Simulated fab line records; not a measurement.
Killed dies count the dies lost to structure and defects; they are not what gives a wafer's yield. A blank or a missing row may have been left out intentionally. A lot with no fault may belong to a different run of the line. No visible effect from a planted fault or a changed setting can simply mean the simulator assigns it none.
Chamber matching	flow n5-finfet	rie-si-02 running N5_DUMMY_GATE_ETCH_32: 4 sister chambers
The step etches SiO2 in CF4, target depth 3.5 nm, time 3.9 s. 14 wafers are shown with their chamber, then 7 later ones without.

WAFERS WITH THEIR CHAMBER
wafer	chamber	drypump-motor-current-A (A)	throttle-valve-pct (%)	oes-product-au (a.u.)
L077.1	0	5.1	22.01	0.998
L077.3	1	5.5	21.73	1.000
L077.6	1	5.6	21.73	1.002
L078.3	3	6.0	21.61	1.019
L078.4	0	5.2	22.04	1.020
L078.5	1	5.6	21.72	1.012
L079.3	0	5.1	22.04	1.004
L079.4	3	6.0	21.58	1.009
L079.6	1	5.5	21.71	0.996
L085.2	0	5.2	22.04	1.005
L085.3	2	6.3	21.54	1.033
L085.6	1	5.5	21.72	1.003
L088.2	2	6.3	21.56	1.042
L088.3	1	5.5	21.73	1.020

SIGNATURES, as means of the wafers listed above
reading	chamber 0	chamber 1	chamber 2	chamber 3	scatter within a chamber
drypump-motor-current-A	5.150	5.533	6.300	6.000	0.0483
throttle-valve-pct	22.0325	21.7233	21.5500	21.5950	0.0129
oes-product-au	1.00675	1.00550	1.03750	1.01400	0.00863
Rule: for each reading, subtract the chamber's mean from the wafer's reading, divide by that reading's scatter and square the result; add these up over the readings and take the root, which gives the wafer's distance from the chamber. If the next closest chamber is less than 2 further off than the closest, the wafer can't be placed; otherwise it belongs to the closest. The scatter: the root of (the sum of the squares of (reading less its chamber's mean) over the shown wafers, divided by (wafers less chambers)).

WAFERS WHOSE CHAMBER IS MISSING
wafer	drypump-motor-current-A (A)	throttle-valve-pct (%)	oes-product-au (a.u.)
L088.5	6.1	21.60	1.020
L091.3	6.0	21.62	1.013
L091.5	6.3	21.55	1.036
L091.6	6.0	21.60	1.003
L094.1	6.0	21.60	1.015
L094.2	5.2	22.04	0.997
L094.5	6.3	21.58	1.046

EACH ONE'S CHAMBER
wafer	from the rows above	in truth
L088.5	3	3
L091.3	3	3
L091.5	2	2
L091.6	3	3
L094.1	3	3
L094.2	0	0
L094.5	2	2
Placed correctly: 7 of 7. Not placeable from these rows: 0. 0 placed wrongly.
